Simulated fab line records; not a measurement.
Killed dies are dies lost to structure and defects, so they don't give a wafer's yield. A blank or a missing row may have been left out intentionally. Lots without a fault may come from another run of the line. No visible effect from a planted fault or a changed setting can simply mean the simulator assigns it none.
A lot that was struck, set against a sound lot || flow nand-harc || 27 steps out of a route of 1302
Sound: these wafers, L714.3, L714.5, L714.6. Struck: wafers L727.1, L727.6. (L727.5 of the same lot was not struck and is left out.) The cause comes at the end.
Each step with rows lists, per side, the tool, then ch with its chambers, then its first start. Under that, the readings that differ: sound wafers || struck wafers || difference of the means || sigmas: that difference in standard deviations of wafers without a fault.
alike: readings with means less than 2 such deviations apart, plus words and numbers identical on both sides. not compared: withheld readings, readings lacking a value on some wafer, bounds such as >300 that could conceal the same value, and numbers that have no deviation in the record and whose values overlap.
A row with sigmas, a row that says differs or no value, or rows on one side alone: a step with any of these is where the two part. Non-overlapping numbers with no deviation appear without sigmas and do not part them. A reading missing from all wafers of one side parts the sides only when that side holds two or more wafers.

NHARC_A_CHANNEL_HOLE_D2_INSPECT_12:
  struck on defect-inspect-01, day 20 02:19; sound on defect-inspect-02, day 14 11:32
  alike: raw-defect-count
then, 1 step without rows for these wafers: NHARC_A_CHANNEL_HOLE_D2_DESCUM_15 (chemistry O2, time 3 s).
NHARC_A_CHANNEL_HOLE_D2_ETCH_38: etches the open film in CF4, target depth 39 nm, time 65 s.
  sound on rie-diel-13 ch 2,3, day 14 11:41; struck on rie-diel-04 ch 3, day 20 02:28
{"reading": "showerhead-plenum-p-Torr (Torr)", "sound": "1.70 1.76 1.70", "struck": "1.85 1.85", "difference": "+0.13", "sigmas": "+3"}
  alike: drypump-motor-current-A, oes-product-au, rf-vpp-V, throttle-valve-pct
  not compared: rf-hours-counter-h
then, 1 step without rows for these wafers: NHARC_A_CHANNEL_HOLE_D2_ETCH_39 (etches the open film in N2/H2, target depth 260 nm, time 325 s).
NHARC_A_CHANNEL_HOLE_D2_ETCH_34: etches the open film in CF4/CHF3, target depth 154 nm, time 77 s.
  sound: rie-diel-13 ch 1,2,3; struck: rie-diel-04 ch 0
{"reading": "drypump-motor-current-A (A)", "sound": "5.9 5.5 6.6", "struck": "4.9 4.9", "difference": -1.1, "sigmas": -2}
{"reading": "oes-product-au (a.u.)", "sound": "0.916 0.939 0.917", "struck": "0.964 0.968", "difference": "+0.042", "sigmas": "+2"}
  alike: rf-vpp-V, showerhead-plenum-p-Torr, throttle-valve-pct
  not compared: rf-hours-counter-h
then, 1 step without rows for these wafers: NHARC_A_CHANNEL_HOLE_D2_ETCH_16 (etches the open film in O2/COS, target depth 3100 nm, time 806 s).
NHARC_A_CHANNEL_HOLE_D2_CD_MEAS_18:
  struck on cd-sem-02, day 20 03:29; sound on cd-sem-02, day 14 12:43
  alike: cd-nm
then, 3 steps without rows for these wafers: NHARC_A_CHANNEL_HOLE_D2_ETCH_19 (etches the open film in C4F8/O2/Ar, time 34.5 s); NHARC_A_CHANNEL_HOLE_D2_ETCH_20 (etches the open film in C4F8/O2/Ar, time 361.9 s, target depth 1600 nm); NHARC_A_CHANNEL_HOLE_D2_ETCH_21 (etches the open film in C4F8/O2/Ar, time 514.3 s, target depth 1600 nm).
NHARC_A_CHANNEL_HOLE_D2_ETCH_22: etches the open film in C4F8/O2/Ar, time 666.7 s, target depth 1600 nm.
  sound on har-etch-02 ch 0,1, day 14 16:18; struck on har-etch-02 ch 0, day 20 05:16
  alike: c4f8-flow-sccm, drypump-motor-current-A, showerhead-plenum-p-Torr, temp-c, throttle-valve-pct
  not compared: rf-hours-counter-h
then, 1 step without rows for these wafers: NHARC_A_CHANNEL_HOLE_D2_ETCH_23 (etches the open film in C4F8/O2/Ar, time 819 s, target depth 1600 nm).
NHARC_A_CHANNEL_HOLE_D2_ETCH_24: etches the open film in C4F8/O2/Ar, time 906.2 s, target depth 1500 nm.
  sound on har-etch-02 ch 0,1, day 14 17:40; struck on har-etch-02 ch 0, day 20 06:32
  alike: c4f8-flow-sccm, drypump-motor-current-A, showerhead-plenum-p-Torr, temp-c, throttle-valve-pct
  not compared: rf-hours-counter-h
then, 2 steps without rows for these wafers: NHARC_A_CHANNEL_HOLE_D2_ETCH_25 (etches the open film in C4F8/O2/Ar, time 1040.2 s, target depth 1500 nm); NHARC_A_CHANNEL_HOLE_D2_ETCH_26 (etches the open film in C4F8/O2/Ar, time 224.1 s, target depth 300 nm).
NHARC_A_CHANNEL_HOLE_D2_ETCH_27: etches the open film in C4F8/O2/Ar, time 90 s, target depth 400 nm.
  sound on har-etch-02 ch 0,1, day 14 19:14; struck on har-etch-02 ch 0, day 20 08:22
{"reading": "c4f8-flow-sccm (sccm)", "sound": "42.01 41.69 41.86", "struck": "41.45 41.71", "difference": -0.27, "sigmas": -2}
  alike: drypump-motor-current-A, showerhead-plenum-p-Torr, temp-c, throttle-valve-pct
  not compared: rf-hours-counter-h
then, 4 steps without rows for these wafers: NHARC_A_CHANNEL_HOLE_D2_STRIP_41 (strips in N2/H2); NHARC_A_CHANNEL_HOLE_D2_STRIP_42 (strips in CF4/CHF3); NHARC_A_CHANNEL_HOLE_D2_STRIP_43 (strips in O2/COS); NHARC_A_CHANNEL_HOLE_D2_ETCH_44 (etches the open film in CF4/O2, target depth 140 nm, overetch 14 nm, time 77 s).
NHARC_A_CHANNEL_HOLE_D2_STRIP_28: strips in O2.
  sound: rie-diel-08 ch 1,2; struck: rie-diel-08 ch 1,3
  alike: drypump-motor-current-A, oes-product-au, rf-vpp-V, showerhead-plenum-p-Torr, throttle-valve-pct
  not compared: rf-hours-counter-h
then, 2 steps without rows for these wafers: NHARC_A_CHANNEL_HOLE_D2_PRECLEAN_29 (cleans in SC1); NHARC_A_CHANNEL_HOLE_D2_SRD_30.
NHARC_A_CHANNEL_HOLE_D2_CD_MEAS_31:
  struck on cd-sem-02, day 20 09:55; sound on cd-sem-03, day 14 20:41
  alike: cd-nm
NHARC_A_CHANNEL_HOLE_D2_XSEM_32:
  sound on xsem-02 ch 0, day 14 20:47; struck on xsem-02 ch 0, day 20 10:01
{"reading": "bow-nm (nm)", "sound": "8.81 8.78 8.88", "struck": "10.89 10.86", "difference": "+2.05", "sigmas": "+8"}
  alike: bot-cd-nm, tilt-deg
NHARC_A_CHANNEL_HOLE_D2_INSPECT_40:
  struck on defect-inspect-02, day 20 10:06; sound on defect-inspect-02, day 14 20:52
  alike: raw-defect-count
-- break in the record here, with 11 days between the starts of the struck wafers on either side (left off in module A_CHANNEL_HOLE_D2, picked up again in module END, where the first step shown is number 1302 on the route) --
NHARC_END_SORT_01:
  sound on prober-02 ch 0, day 25 18:29; struck on prober-02 ch 0, day 31 13:17
  alike: killed-at-array, killed-at-other, killed-at-periphery, killed-dies, killed-open, killed-short

WHERE THEY PART
Earliest at NHARC_A_CHANNEL_HOLE_D2_ETCH_38; latest, in this record, at NHARC_A_CHANNEL_HOLE_D2_XSEM_32. Later steps at which nothing parts them and some readings are alike: NHARC_A_CHANNEL_HOLE_D2_INSPECT_40, NHARC_END_SORT_01.

WHY: whatever the simulator had introduced
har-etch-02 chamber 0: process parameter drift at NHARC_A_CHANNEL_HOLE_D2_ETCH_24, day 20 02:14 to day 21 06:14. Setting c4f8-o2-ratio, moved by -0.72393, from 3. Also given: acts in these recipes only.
